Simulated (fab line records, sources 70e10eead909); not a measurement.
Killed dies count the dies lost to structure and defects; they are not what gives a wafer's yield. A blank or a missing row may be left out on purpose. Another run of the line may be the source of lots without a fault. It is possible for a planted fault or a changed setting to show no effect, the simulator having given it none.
Chamber matching -- flow nand-harc -- rie-diel-10 running NHARC_A_STAIRCASE_DESCUM_252: 4 sister chambers
The step chemistry O2, time 3 s. 18 wafers are shown with their chamber, then 9 later ones without.

## EACH WAFER AND ITS CHAMBER
wafer,chamber,drypump-motor-current-A (A),showerhead-plenum-p-Torr (Torr),rf-vpp-V (V)
L074.1,3,5.9,1.85,56.4
L074.2,0,5.0,1.94,58.0
L074.6,1,6.4,1.96,57.2
L076.2,0,5.0,1.94,58.6
L076.3,3,5.9,1.85,58.8
L076.4,1,6.4,1.96,57.2
L078.4,3,5.9,1.85,56.9
L078.5,1,6.4,1.96,56.9
L078.6,0,5.0,1.93,58.1
L079.2,2,5.8,2.02,58.8
L079.5,3,5.8,1.85,58.3
L079.6,0,5.0,1.93,59.2
L082.1,2,5.8,2.02,58.3
L082.2,3,5.9,1.85,58.0
L082.4,3,5.9,1.85,58.6
L086.1,1,6.4,1.95,57.7
L086.2,3,5.8,1.84,58.1
L086.3,0,5.0,1.93,57.5

SIGNATURES (means of the wafers above)
reading,chamber 0,chamber 1,chamber 2,chamber 3,scatter within a chamber
drypump-motor-current-A,5.000,6.400,5.800,5.871,0.0319
showerhead-plenum-p-Torr,1.9340,1.9575,2.0200,1.8486,0.00448
rf-vpp-V,58.280,57.250,58.550,57.871,0.701
Rule: for each reading, subtract the chamber's mean from the wafer's reading, divide by that reading's scatter and square the result; add these up over the readings and take the root, which gives the wafer's distance from the chamber. If the next closest chamber is less than 2 further off than the closest, the wafer can't be placed; otherwise it belongs to the closest. The scatter: take each reading less its chamber's mean, square it, sum over the shown wafers, divide by the number of wafers less the number of chambers, and take the root.

## WAFERS WITHOUT THEIR CHAMBER
wafer,drypump-motor-current-A (A),showerhead-plenum-p-Torr (Torr),rf-vpp-V (V)
L085.2,5.8,2.01,59.3
L085.4,5.0,1.93,57.4
L085.5,6.4,1.95,57.2
L091.1,5.0,1.92,56.9
L091.2,5.8,2.01,57.1
L091.5,5.8,1.84,57.0
L093.1,5.9,1.83,57.3
L093.5,5.9,1.83,58.2
L093.6,5.0,1.92,60.0

## CHAMBER TAKEN BY EACH
wafer,from the rows above,in truth
L085.2,2,2
L085.4,0,0
L085.5,1,1
L091.1,0,0
L091.2,2,2
L091.5,3,3
L093.1,3,3
L093.5,3,3
L093.6,0,0
Correct placement for 9 of the 9. Left unplaced by these rows: 0. Placed wrongly: 0.
